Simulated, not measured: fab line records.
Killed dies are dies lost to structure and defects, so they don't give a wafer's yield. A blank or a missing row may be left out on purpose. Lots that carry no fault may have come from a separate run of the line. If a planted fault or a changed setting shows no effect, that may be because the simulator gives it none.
Lot-split experiment ; flow n5Finfet ; on a route of 1938 steps: 7 lots, 21 wafers read

SPLIT DETAILS
At N5_BEOL_M15_COAT_04 (resist thk 800 nm), the setting spinRpm was moved away from the recipe's 1704 rpm on 6 of the 21 wafers read, by -11.0% to +6.0%. This setting was run at the recipe's value on the other wafers.

The split's own step is where the reading is taken.

THE READING
coat_of_BEOL_M15_COAT_04.thkNm (the simulator's own value, which no gauge read), in nm, at N5_BEOL_M15_COAT_04 (resist thk 800 nm). The file does not state a usual value for it. The 15 wafers here that ran the recipe average 802.0 nm, standard deviation 2.3 nm.

wafer;tool, chamber at the split;spinRpm as run, rpm;against the recipe;coat_of_BEOL_M15_COAT_04.thkNm, nm;against lot-mates on the recipe
L079.2;lithoTrack-01, 0;1704;recipe;803.8;-
L079.4;lithoTrack-01, 0;1704;recipe;802.4;-
L079.5;lithoTrack-01, 0;1704;recipe;806.2;-
L084.1;lithoTrack-01, 0;1704;recipe;801.6;-
L084.4;lithoTrack-01, 0;1704;recipe;803;-
L084.6;lithoTrack-01, 0;1704;recipe;800.2;-
L082.2;lithoTrack-02, 0;1654;-2.9%;817.4;+15.6
L082.4;lithoTrack-02, 0;1654;-2.9%;815.6;+13.8
L082.5;lithoTrack-02, 0;1704;recipe;801.8;-
L080.1;lithoTrack-01, 0;1704;recipe;801.4;-
L080.2;lithoTrack-01, 0;1704;recipe;802.6;-
L080.6;lithoTrack-01, 0;1704;recipe;802.8;-
L092.1;lithoTrack-01, 0;1704;recipe;800;-
L092.2;lithoTrack-01, 0;1619;-5.0%;817.6;+18.3
L092.5;lithoTrack-01, 0;1704;recipe;798.6;-
L091.1;lithoTrack-05, 0;1704;recipe;796.8;-
L091.3;lithoTrack-05, 0;1807;+6.0%;775;-21.8
L091.4;lithoTrack-05, 0;1807;+6.0%;777.2;-19.6
L097.2;lithoTrack-01, 0;1517;-11.0%;850.4;+46.1
L097.5;lithoTrack-01, 0;1704;recipe;804;-
L097.6;lithoTrack-01, 0;1704;recipe;804.6;-

FIT RESULTS
A straight line over all 21 wafers: coat_of_BEOL_M15_COAT_04.thkNm changes by -4.28 nm for each +1% of spinRpm; r = -0.99; the points scatter about the line by 2.6 nm.
The same after taking each lot's own level away (the mean of its wafers on the recipe; 21 wafers): -3.94 nm for each +1%; r = -0.99; scatter 1.7 nm.
The reading moves by 43 nm for the largest change in spinRpm, on that fit.
Measured against the standard deviation above, the lots' own levels, which go from 796.80 to 804.30 nm, span 3.2 times it.
Consequently the slope shifts little with the lot-to-lot level, the two slopes agreeing.
Check: for one of the wafers moved furthest among these (-11.0%), held out of the fit, the line's prediction against its lot-mates is +41.4 nm. It came out at +46.1 nm against them.

OTHER SPLITS APPLIED TO THESE WAFERS
Note: prior to the reading, these wafers also went through further splits. Each is held against what the fit with the lots' levels taken away leaves over:
other split on the same wafers;wafers away from the commonest value;r with coat_of_BEOL_M15_COAT_04.thkNm (lot level and that fit taken away)
N5_BEOL_M10_ETCH_41 sourceW;6;-0.25
N5_BEOL_M11_COAT_22 spinRpm;6;+0.04
N5_BEOL_M11_EXPOSE_25 doseMj;7;+0.15
N5_BEOL_M11_DEP_56 timeS;6;+0.06
N5_BEOL_M12_COAT_04 spinRpm;6;+0.39
N5_BEOL_M13_ETCH_59 biasW;9;-0.09
N5_BEOL_M15_ILD_DEP_00 timeS;4;-0.24

FILE'S OWN FIT
coat_of_BEOL_M15_COAT_04.thkNm changes by -4.02 nm for each +1% of spinRpm, r = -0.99.
